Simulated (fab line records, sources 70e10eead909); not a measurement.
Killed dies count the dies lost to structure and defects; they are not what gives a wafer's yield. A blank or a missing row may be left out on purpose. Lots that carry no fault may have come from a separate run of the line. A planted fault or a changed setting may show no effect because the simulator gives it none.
fab line records	flow nandHarc
record lots=24	wafers=72	lastDay=34
route steps=1302 shown P_GATE@216 P_M0@273 P_M1@298
lots that met no fault: from a run of the same line without faults
startH: start of the lot's first displayed wafer, in hours after the record's first day	waitH: time in hours since the lot's previous step	" identical to the entry in the row above	L1.1+2: a single row standing in for several wafers	- value missing, or start not given	* or withheld: withheld	< > ~ a bound
route shown NAME@n: a module of which the file shows steps, and the number in the route of the first	usual: average and standard deviation across the fault-free wafers	same: alike in all rows	chamber/n: place in a boat	sites: readings site by site	_std_site: the values' standard deviation	_edge_site: outer sites' mean less inner sites'	radiusMm: for every site, how far away it sits from the centre of the wafer	mask NAME#n: copy n	behind: the last tool/chamber to shape the wafer	hold: reason for holding the lot/hours on hold/outcome of the hold	device: whichever transistor did not switch (one of n, p or np)	end of line: at the end of the route, the tests of the same wafers	step lacking rows: just its recipe	killed: dies lost to structure and defects at the first sort, not the wafer's yield	map: dies across one wafer; x = killed, . = not, _ = none there
set.NAME: the setting as run; set.NAME@STEP: as run at that earlier step	model.NAME: the simulator's own value behind a step, which no gauge read
the route's steps for a sample of lots (tables are steps, rows are wafers)
services: a tool's chamber out of use, with start hour (startH, from the record's first day; less than 0 if before it), hours out, and reason
## steps
# step NHARC_P_GATE_INSPECT_68
# usual rawDefectCount=204/78
lot.wafer	tool	chamber	startH	waitH	rawDefectCount
L074.3	defectInspect-02	-	129.39	0.1	154
L074.4	"	-	"	"	274
L074.5	"	-	"	"	220
L075.2	defectInspect-01	-	129.97	0.1	201
L075.3	"	-	"	"	215
L075.5	"	-	"	"	259
L076.1	defectInspect-01	-	130.86	0.2	278
L076.2	"	-	"	"	217
L076.5	"	-	"	"	218
L077.2	defectInspect-01	-	145.26	0.1	139
L077.4	"	-	"	"	170
L077.6	"	-	"	"	195
L078.1	defectInspect-02	-	155.33	0.2	161
L078.2	"	-	"	"	167
L078.4	"	-	"	"	174
L079.2	defectInspect-02	-	170.22	0.1	244
L079.5	"	-	"	"	342
L079.6	"	-	"	"	193
L080.1	defectInspect-02	-	172.86	0.2	160
L080.2	"	-	"	"	165
L080.4	"	-	"	"	170
L081.1	defectInspect-02	-	193.62	0.2	238
L081.2	"	-	"	"	158
L081.4	"	-	"	"	244
L082.1	defectInspect-01	-	201.98	0.2	188
L082.5	"	-	"	"	112
L082.6	"	-	"	"	325
L084.1	defectInspect-02	-	207.02	0.2	275
L084.3	"	-	"	"	433
L084.5	"	-	"	"	300
L083.1	defectInspect-02	-	207.27	0.2	205
L083.3	"	-	"	"	190
L083.4	"	-	"	"	230
L085.3	defectInspect-02	-	223.32	0.1	241
L085.4	"	-	"	"	177
L085.5	"	-	"	"	324
L086.1	defectInspect-01	-	232.45	0.2	226
L086.5	"	-	"	"	155
L086.6	"	-	"	"	187
L088.1	defectInspect-01	-	259.49	0.2	378
L088.4	"	-	"	"	205
L088.6	"	-	"	"	171
L089.2	defectInspect-01	-	260.53	0.1	200
L089.3	"	-	"	"	204
L089.6	"	-	"	"	315
L087.1	defectInspect-01	-	261.98	0.2	129
L087.4	"	-	"	"	111
L087.6	"	-	"	"	99
L090.1	defectInspect-01	-	274.96	0.2	193
L090.3	"	-	"	"	264
L090.6	"	-	"	"	207
L091.1	defectInspect-01	-	282.67	0.2	84
L091.2	"	-	"	"	165
L091.3	"	-	"	"	106
L092.3	defectInspect-02	-	294.95	0.1	142
L092.4	"	-	"	"	77
L092.6	"	-	"	"	145
L093.2	defectInspect-01	-	300.92	0.1	105
L093.4	"	-	"	"	197
L093.5	"	-	"	"	158
L094.1	defectInspect-02	-	313.58	0.2	218
L094.3	"	-	"	"	168
L094.4	"	-	"	"	139
L095.3	defectInspect-02	-	328.18	0.1	136
L095.4	"	-	"	"	94
L095.6	"	-	"	"	140
L096.1	defectInspect-02	-	333.58	0.2	192
L096.3	"	-	"	"	138
L096.6	"	-	"	"	390
L097.1	defectInspect-02	-	341.98	0.2	183
L097.2	"	-	"	"	270
L097.5	"	-	"	"	175
# step NHARC_P_M0_PRE_CLEAN_29
# recipe timeS=30	tempC=280	gas=H2/He
# usual heaterPowerW=420/39
lot.wafer	tool	chamber	startH	waitH	heaterPowerW
L074.4	pvdSputter-03	-	-	-	414
L074.3	"	-	"	"	438
L074.5	"	-	"	"	437
L075.3	pvdSputter-02	-	-	-	389
L075.2	"	-	"	"	459
L075.5	"	-	"	"	397
L076.1	pvdSputter-01	-	-	-	375
L076.2	"	-	"	"	425
L076.5	"	-	"	"	385
L077.4	pvdSputter-03	-	-	-	415
L077.2	"	-	"	"	448
L077.6	"	-	"	"	439
L078.2	pvdSputter-03	-	-	-	433
L078.4	"	-	"	"	488
L078.1	"	-	"	"	366
L079.2	pvdSputter-02	-	-	-	464
L079.5	"	-	"	"	404
L079.6	"	-	"	"	408
L080.4	pvdSputter-03	-	-	-	369
L080.1	"	-	"	"	436
L080.2	"	-	"	"	426
L081.1	pvdSputter-02	-	-	-	397
L081.2	"	-	"	"	442
L081.4	"	-	"	"	390
L082.1	pvdSputter-03	-	-	-	365
L082.5	"	-	"	"	424
L082.6	"	-	"	"	435
L084.3	pvdSputter-02	-	-	-	386
L084.1	"	-	"	"	456
L084.5	"	-	"	"	393
L083.3	pvdSputter-03	-	-	-	513
L083.1	"	-	"	"	431
L083.4	"	-	"	"	432
L085.3	pvdSputter-02	-	-	-	390
L085.4	"	-	"	"	483
L085.5	"	-	"	"	399
L086.1	pvdSputter-02	-	-	-	468
L086.6	"	-	"	"	402
L086.5	"	-	"	"	429
L088.1	pvdSputter-01	-	-	-	358
L088.4	"	-	"	"	360
L088.6	"	-	"	"	429
L089.3	pvdSputter-02	-	-	-	434
L089.2	"	-	"	"	470
L089.6	"	-	"	"	450
L087.1	pvdSputter-01	-	-	-	408
L087.4	"	-	"	"	352
L087.6	"	-	"	"	430
L090.1	pvdSputter-03	-	-	-	425
L090.3	"	-	"	"	431
L090.6	"	-	"	"	437
L091.3	pvdSputter-03	-	-	-	429
L091.2	"	-	"	"	430
L091.1	"	-	"	"	382
L092.3	pvdSputter-02	-	-	-	389
L092.4	"	-	"	"	458
L092.6	"	-	"	"	402
L093.2	pvdSputter-02	-	-	-	430
L093.4	"	-	"	"	379
L093.5	"	-	"	"	422
L094.4	pvdSputter-02	-	-	-	385
L094.3	"	-	"	"	409
L094.1	"	-	"	"	464
L095.4	pvdSputter-02	-	-	-	447
L095.3	"	-	"	"	456
L095.6	"	-	"	"	415
L096.3	pvdSputter-02	-	-	-	421
L096.1	"	-	"	"	450
L096.6	"	-	"	"	468
L097.2	pvdSputter-01	-	-	-	384
L097.1	"	-	"	"	351
L097.5	"	-	"	"	432
# step NHARC_P_M0_CMP_23
# recipe tOverpolishS=20	targetThkNm=117.54
# usual motorCurrentA=11.9/1.1	timeToEndpointS=28.4/2.5
lot.wafer	tool	chamber	startH	waitH	motorCurrentA	timeToEndpointS
L074.3	cmp-03	3	137.26	-	12.0	29.4
L074.4	"	0	"	"	12.7	28.4
L074.5	"	3	"	"	11.9	30.5
L075.3	cmp-03	1	138.90	-	11.3	28.1
L075.2	"	2	"	"	10.8	32.9
L075.5	"	0	"	"	13.4	31.0
L076.1	cmp-01	0	139.19	-	13.4	28.5
L076.2	"	3	"	"	10.4	31.9
L076.5	"	0	"	"	13.9	28.8
L077.2	cmp-01	1	153.16	-	12.3	30.4
L077.4	"	3	"	"	10.3	28.0
L077.6	"	0	"	"	13.3	29.5
L078.1	cmp-01	1	163.56	-	12.6	26.4
L078.4	"	2	"	"	11.4	22.9
L078.2	"	3	"	"	10.3	27.1
L079.2	cmp-04	0	178.32	-	12.5	27.8
L079.5	"	1	"	"	10.8	29.2
L079.6	"	2	"	"	11.2	26.6
L080.4	cmp-04	1	181.44	-	11.2	26.7
L080.1	"	3	"	"	12.4	31.9
L080.2	"	0	"	"	12.4	26.7
L081.4	cmp-01	0	201.71	-	14.0	25.4
L081.2	"	1	"	"	12.0	26.1
L081.1	"	2	"	"	11.9	24.9
L082.1	cmp-03	0	210.25	-	13.6	25.3
L082.6	"	3	"	"	11.5	29.0
L082.5	"	0	"	"	13.4	26.1
L084.3	cmp-03	0	215.02	-	13.3	31.1
L084.1	"	3	"	"	12.1	29.7
L084.5	"	1	"	"	11.9	29.4
L083.4	cmp-04	1	215.40	-	10.9	26.6
L083.3	"	3	"	"	13.1	30.7
L083.1	"	0	"	"	12.6	25.5
L085.4	cmp-01	3	231.24	-	10.2	30.6
L085.3	"	0	"	"	13.6	28.9
L085.5	"	2	"	"	11.6	23.6
L086.1	cmp-01	0	240.41	-	13.9	24.8
L086.5	"	1	"	"	12.2	28.0
L086.6	"	2	"	"	12.0	25.1
L088.4	cmp-03	2	267.46	-	10.6	32.1
L088.1	"	1	"	"	12.3	28.3
L088.6	"	2	"	"	10.2	34.7
L089.2	cmp-04	2	268.57	-	11.6	30.1
L089.3	"	3	"	"	12.2	34.2
L089.6	"	0	"	"	12.3	30.0
L087.1	cmp-01	1	270.15	-	12.0	30.2
L087.4	"	2	"	"	12.2	27.0
L087.6	"	3	"	"	10.1	27.3
L090.1	cmp-04	0	283.04	-	13.4	26.6
L090.3	"	2	"	"	11.1	24.9
L090.6	"	3	"	"	12.3	34.3
L091.1	cmp-04	0	290.51	-	12.4	30.5
L091.3	"	1	"	"	11.5	31.7
L091.2	"	2	"	"	11.4	26.7
L092.4	cmp-03	0	303.08	-	13.3	28.7
L092.3	"	1	"	"	12.4	27.0
L092.6	"	2	"	"	10.4	26.1
L093.2	cmp-03	0	308.83	-	13.6	28.8
L093.4	"	2	"	"	10.0	29.3
L093.5	"	3	"	"	11.7	30.9
L094.3	cmp-01	3	321.66	-	10.2	27.0
L094.4	"	0	"	"	13.9	27.9
L094.1	"	1	"	"	12.8	27.0
L095.3	cmp-01	1	336.02	-	11.8	27.5
L095.4	"	3	"	"	10.1	28.1
L095.6	"	0	"	"	13.6	29.4
L096.3	cmp-01	2	341.54	-	11.5	23.8
L096.1	"	0	"	"	13.9	26.9
L096.6	"	3	"	"	10.1	24.7
L097.2	cmp-03	1	349.85	-	12.0	29.9
L097.1	"	3	"	"	11.9	30.5
L097.5	"	1	"	"	12.1	30.8
# step NHARC_P_M1_DESCUM_14
# recipe timeS=3	o2FlowSccm=200	arFlowSccm=0	biasPowerW=0	chemistry=O2
# usual drypumpMotorCurrentA=5.8/0.32	oesProductAu=1.004/0.01	rfVppV=57.8/0.89	showerheadPlenumPTorr=1.92/0.053	throttleValvePct=11.311/0.0096
# same biasPowerW=0
lot.wafer	tool	chamber	startH	waitH	drypumpMotorCurrentA	oesProductAu	rfHoursCounterH	rfVppV	showerheadPlenumPTorr	throttleValvePct
L074.4	rieDiel-10	1	139.19	0.1	5.6	1.014	5	57.1	1.96	11.324
L074.3	"	2	"	"	5.6	0.993	5	58.5	1.94	11.330
L074.5	"	2	"	"	5.6	0.988	-	58.3	1.94	11.321
L075.3	rieDiel-10	1	141.10	0.1	5.6	1.009	5	55.8	1.96	11.301
L075.2	"	3	"	"	6.2	1.008	5	58.0	1.98	11.301
L075.5	"	1	"	"	5.6	1.006	-	57.6	1.96	11.315
L076.1	rieDiel-03	3	141.36	0.1	5.4	1.001	2	56.7	1.84	11.298
L076.2	"	0	"	"	5.9	1.007	2	58.3	1.93	11.321
L076.5	"	0	"	"	5.9	1.009	-	58.4	1.93	11.292
L077.4	rieDiel-03	0	155.47	0.1	5.9	1.012	3	56.9	1.93	11.308
L077.2	"	1	"	"	6.2	1.003	3	59.0	1.86	11.308
L077.6	"	0	"	"	5.9	1.016	-	58.3	1.93	11.302
L078.2	rieDiel-11	2	165.62	0.1	5.4	1.000	21	57.8	1.99	11.303
L078.1	"	0	"	"	6.6	1.021	21	59.9	1.96	11.321
L078.4	"	1	"	"	5.1	1.014	23	59.0	1.92	11.321
L079.2	rieDiel-03	1	180.28	0.1	6.2	1.002	6	56.9	1.86	11.305
L079.5	"	2	"	"	6.0	1.006	-	59.1	1.97	11.304
L079.6	"	3	"	"	5.4	0.994	-	56.9	1.84	11.317
L080.2	rieDiel-10	1	183.51	0.1	5.6	1.010	8	59.4	1.96	11.306
L080.1	"	3	"	"	6.2	1.001	7	59.5	1.98	11.313
L080.4	"	0	"	"	5.6	1.010	7	56.4	1.86	11.314
L081.2	rieDiel-10	3	203.73	0.1	6.2	1.010	9	58.1	1.98	11.313
L081.1	"	1	"	"	5.6	1.021	10	58.2	1.96	11.305
L081.4	"	2	"	"	5.6	0.980	10	57.7	1.93	11.308
L082.1	rieDiel-10	3	212.28	0.1	6.1	1.001	9	59.3	1.98	11.322
L082.5	"	3	"	"	6.1	1.003	-	58.3	1.98	11.307
L082.6	"	0	"	"	5.6	0.997	-	59.0	1.86	11.316
L084.1	rieDiel-03	0	216.92	0.1	5.9	1.011	8	56.9	1.92	11.311
L084.3	"	3	"	"	5.4	1.003	9	57.8	1.84	11.307
L084.5	"	0	"	"	5.9	1.006	-	56.9	1.92	11.317
L083.4	rieDiel-10	2	217.45	0.1	5.6	0.988	12	57.2	1.93	11.317
L083.1	"	0	"	"	5.6	0.995	11	57.9	1.86	11.300
L083.3	"	1	"	"	5.6	1.009	12	57.4	1.96	11.306
L085.3	rieDiel-03	2	233.29	0.1	6.0	0.993	9	56.8	1.97	11.309
L085.4	"	3	"	"	5.4	0.994	9	57.3	1.84	11.306
L085.5	"	1	"	"	6.2	1.002	-	58.5	1.86	11.300
L086.1	rieDiel-10	0	242.42	0.1	5.5	1.004	12	58.4	1.86	11.320
L086.6	"	3	"	"	6.1	1.007	-	58.5	1.98	11.322
L086.5	"	0	"	"	5.6	1.007	-	57.9	1.86	11.324
L088.1	rieDiel-03	2	269.40	0.1	6.0	0.999	11	58.2	1.97	11.304
L088.4	"	1	"	"	6.2	0.999	11	57.7	1.86	11.308
L088.6	"	2	"	"	6.1	0.986	-	58.0	1.97	11.303
L089.3	rieDiel-03	2	270.50	0.1	6.0	1.005	11	58.9	1.97	11.313
L089.2	"	3	"	"	5.4	0.983	11	57.7	1.84	11.301
L089.6	"	1	"	"	6.2	0.990	-	56.8	1.86	11.337
L087.1	rieDiel-10	0	272.19	0.1	5.5	1.013	2	56.6	1.86	11.307
L087.4	"	2	"	"	5.6	1.006	-	57.9	1.93	11.305
L087.6	"	1	"	"	5.7	1.006	-	59.4	1.95	11.322
L090.3	rieDiel-10	1	285.08	0.1	5.6	0.996	3	60.1	1.95	11.299
L090.1	"	3	"	"	6.1	0.993	1	57.9	1.98	11.317
L090.6	"	0	"	"	5.6	1.019	-	59.3	1.86	11.314
L091.2	rieDiel-03	0	292.42	0.1	5.9	1.011	0	57.9	1.92	11.323
L091.1	"	2	"	"	6.0	1.018	0	58.4	1.97	11.313
L091.3	"	3	"	"	5.4	0.997	0	55.7	1.84	11.323
L092.3	rieDiel-11	1	305.08	0.1	5.1	1.010	13	58.0	1.90	11.326
L092.4	"	2	"	"	5.4	1.020	12	59.6	1.98	11.318
L092.6	"	2	"	"	5.4	1.012	-	58.9	1.98	11.319
L093.4	rieDiel-03	3	310.86	0.1	5.4	1.003	1	59.1	1.84	11.303
L093.2	"	0	"	"	6.0	1.023	1	57.3	1.92	11.315
L093.5	"	2	"	"	6.1	1.014	-	56.6	1.97	11.306
L094.3	rieDiel-10	3	323.58	0.1	6.2	1.004	4	58.7	1.98	11.317
L094.4	"	0	"	"	5.6	1.014	6	56.8	1.86	11.310
L094.1	"	1	"	"	5.6	1.014	6	58.7	1.95	11.304
L095.4	rieDiel-03	3	338.05	0.1	5.4	0.988	3	58.0	1.84	11.302
L095.3	"	2	"	"	6.0	1.006	3	57.5	1.97	11.286
L095.6	"	0	"	"	5.9	1.012	-	58.3	1.92	11.306
L096.3	rieDiel-10	0	343.60	0.1	5.6	1.003	6	57.2	1.86	11.297
L096.1	"	3	"	"	6.2	1.002	5	58.3	1.98	11.310
L096.6	"	0	"	"	5.5	1.019	-	57.9	1.86	11.312
L097.1	rieDiel-10	0	351.90	0.1	5.6	1.002	7	57.9	1.86	11.308
L097.2	"	2	"	"	5.6	0.993	8	58.0	1.93	11.307
L097.5	"	0	"	"	5.6	1.017	-	57.3	1.86	11.306
# step NHARC_P_M1_PRE_CLEAN_30
# recipe timeS=30	tempC=280	gas=H2/He
# usual heaterPowerW=414/45
lot.wafer	tool	chamber	startH	waitH	heaterPowerW
L074.3	pvdSputter-03	-	-	-	432
L074.4	"	-	"	"	370
L074.5	"	-	"	"	434
L075.3	pvdSputter-01	-	-	-	405
L075.2	"	-	"	"	429
L075.5	"	-	"	"	324
L076.1	pvdSputter-03	-	-	-	367
L076.2	"	-	"	"	491
L076.5	"	-	"	"	358
L077.4	pvdSputter-01	-	-	-	405
L077.2	"	-	"	"	380
L077.6	"	-	"	"	337
L078.2	pvdSputter-03	-	-	-	435
L078.4	"	-	"	"	494
L078.1	"	-	"	"	377
L079.2	pvdSputter-01	-	-	-	430
L079.6	"	-	"	"	374
L079.5	"	-	"	"	328
L080.1	pvdSputter-02	-	-	-	445
L080.4	"	-	"	"	462
L080.2	"	-	"	"	390
L081.4	pvdSputter-03	-	-	-	499
L081.1	"	-	"	"	436
L081.2	"	-	"	"	432
L082.1	pvdSputter-03	-	-	-	427
L082.6	"	-	"	"	370
L082.5	"	-	"	"	436
L084.3	pvdSputter-01	-	-	-	384
L084.1	"	-	"	"	419
L084.5	"	-	"	"	376
L083.3	pvdSputter-02	-	-	-	388
L083.1	"	-	"	"	443
L083.4	"	-	"	"	390
L085.4	pvdSputter-02	-	-	-	448
L085.3	"	-	"	"	384
L085.5	"	-	"	"	472
L086.1	pvdSputter-01	-	-	-	350
L086.6	"	-	"	"	403
L086.5	"	-	"	"	430
L088.4	pvdSputter-02	-	-	-	441
L088.1	"	-	"	"	467
L088.6	"	-	"	"	388
L089.3	pvdSputter-03	-	-	-	496
L089.2	"	-	"	"	428
L089.6	"	-	"	"	501
L087.4	pvdSputter-03	-	-	-	433
L087.1	"	-	"	"	442
L087.6	"	-	"	"	429
L090.1	pvdSputter-01	-	-	-	369
L090.3	"	-	"	"	348
L090.6	"	-	"	"	406
L091.3	pvdSputter-03	-	-	-	435
L091.1	"	-	"	"	428
L091.2	"	-	"	"	513
L092.3	pvdSputter-01	-	-	-	439
L092.4	"	-	"	"	375
L092.6	"	-	"	"	436
L093.2	pvdSputter-01	-	-	-	429
L093.4	"	-	"	"	354
L093.5	"	-	"	"	374
L094.3	pvdSputter-02	-	-	-	464
L094.4	"	-	"	"	381
L094.1	"	-	"	"	454
L095.3	pvdSputter-03	-	-	-	423
L095.4	"	-	"	"	439
L095.6	"	-	"	"	499
L096.3	pvdSputter-02	-	-	-	414
L096.1	"	-	"	"	464
L096.6	"	-	"	"	415
L097.2	pvdSputter-01	-	-	-	375
L097.1	"	-	"	"	345
L097.5	"	-	"	"	378
# step NHARC_P_M1_CMP_23
# recipe tOverpolishS=20	targetThkNm=157.82
# usual motorCurrentA=11.8/0.95	timeToEndpointS=29.1/2.4
lot.wafer	tool	chamber	startH	waitH	motorCurrentA	timeToEndpointS
L074.4	cmp-03	3	141.30	-	12.5	31.1
L074.3	"	0	"	"	13.5	31.4
L074.5	"	0	"	"	13.4	29.1
L075.2	cmp-02	3	143.24	-	12.0	29.1
L075.3	"	0	"	"	11.9	27.8
L075.5	"	2	"	"	10.3	28.3
L076.1	cmp-04	1	143.48	-	11.0	28.8
L076.2	"	3	"	"	12.6	32.8
L076.5	"	1	"	"	11.5	28.4
L077.4	cmp-03	3	157.91	-	11.7	31.6
L077.2	"	0	"	"	14.0	28.4
L077.6	"	0	"	"	13.2	31.1
L078.2	cmp-02	1	167.74	-	11.8	29.7
L078.1	"	3	"	"	12.2	30.7
L078.4	"	0	"	"	11.9	31.9
L079.2	cmp-03	1	182.39	-	12.1	30.3
L079.6	"	0	"	"	13.2	31.9
L079.5	"	1	"	"	12.0	31.5
L080.2	cmp-03	1	185.68	-	11.8	28.3
L080.4	"	2	"	"	10.4	31.2
L080.1	"	3	"	"	11.6	29.0
L081.4	cmp-04	2	205.93	-	11.9	28.3
L081.2	"	3	"	"	11.9	33.7
L081.1	"	0	"	"	12.2	31.3
L082.1	cmp-02	0	214.42	-	11.8	30.3
L082.6	"	3	"	"	12.0	30.5
L082.5	"	0	"	"	11.4	30.6
L084.3	cmp-02	1	219.02	-	12.5	29.6
L084.1	"	2	"	"	10.9	29.8
L084.5	"	1	"	"	13.2	28.5
L083.1	cmp-04	3	219.57	-	12.2	30.5
L083.3	"	0	"	"	12.4	24.8
L083.4	"	2	"	"	11.1	26.3
L085.4	cmp-04	2	235.42	-	10.6	29.4
L085.3	"	3	"	"	11.3	33.3
L085.5	"	0	"	"	13.0	25.7
L086.1	cmp-04	0	244.68	-	12.9	21.0
L086.5	"	1	"	"	11.2	26.0
L086.6	"	2	"	"	11.2	23.4
L088.4	cmp-02	1	271.53	-	12.5	25.2
L088.1	"	3	"	"	12.5	25.7
L088.6	"	2	"	"	10.6	28.1
L089.2	cmp-03	0	272.61	-	13.6	30.5
L089.3	"	3	"	"	12.8	31.2
L089.6	"	1	"	"	12.2	31.1
L087.4	cmp-04	3	274.36	-	12.2	34.4
L087.1	"	0	"	"	12.6	25.6
L087.6	"	3	"	"	12.0	33.2
L090.3	cmp-03	2	287.29	-	10.5	30.2
L090.1	"	1	"	"	11.7	29.0
L090.6	"	2	"	"	10.4	29.7
L091.3	cmp-02	1	294.52	-	12.4	27.5
L091.2	"	2	"	"	10.6	28.7
L091.1	"	3	"	"	12.1	28.2
L092.3	cmp-02	3	307.20	-	12.2	28.7
L092.4	"	0	"	"	11.7	27.9
L092.6	"	2	"	"	10.2	29.0
L093.2	cmp-02	3	313.06	-	12.1	31.0
L093.4	"	0	"	"	12.2	32.0
L093.5	"	2	"	"	10.1	27.9
L094.1	cmp-02	3	325.82	-	13.3	28.8
L094.3	"	0	"	"	11.9	29.2
L094.4	"	2	"	"	10.7	28.2
L095.4	cmp-03	0	340.15	-	13.8	29.1
L095.3	"	2	"	"	10.8	33.6
L095.6	"	0	"	"	13.2	30.4
L096.3	cmp-03	1	345.70	-	12.1	28.5
L096.1	"	2	"	"	9.8	30.0
L096.6	"	1	"	"	12.5	29.1
L097.2	cmp-04	3	354.03	-	12.2	32.1
L097.1	"	1	"	"	10.9	28.5
L097.5	"	2	"	"	11.4	26.0
## services
tool	chamber	startH	hours	kind
cmp-03	-	121.59	2.5	repair
cmp-01	-	122.67	3.5	repair
rieDiel-03	-	133.36	1.7	repair
rieDiel-10	3	154.49	8.0	repair
cmp-03	-	162.00	4.0	pm
pvdSputter-03	-	170.00	10.0	pm
cmp-01	-	185.53	4.0	pm
rieDiel-03	0	204.08	6.0	repair
cmp-04	-	209.00	4.0	pm
pvdSputter-01	-	226.05	10.0	pm
cmp-03	-	228.83	4.4	repair
rieDiel-10	0	237.59	4.2	repair
pvdSputter-02	-	249.50	0.5	repair
cmp-03	-	256.67	1.6	repair
cmp-03	-	260.00	4.0	pm
cmp-04	-	263.36	1.0	repair
pvdSputter-02	-	282.01	10.0	pm
cmp-03	-	282.58	1.6	repair
rieDiel-10	0	305.62	16.1	repair
cmp-04	-	307.00	4.0	pm
pvdSputter-03	-	319.87	3.3	repair
pvdSputter-01	-	322.07	2.3	repair
cmp-03	-	344.63	0.7	repair
pvdSputter-03	-	348.00	10.0	pm
## key
fault none
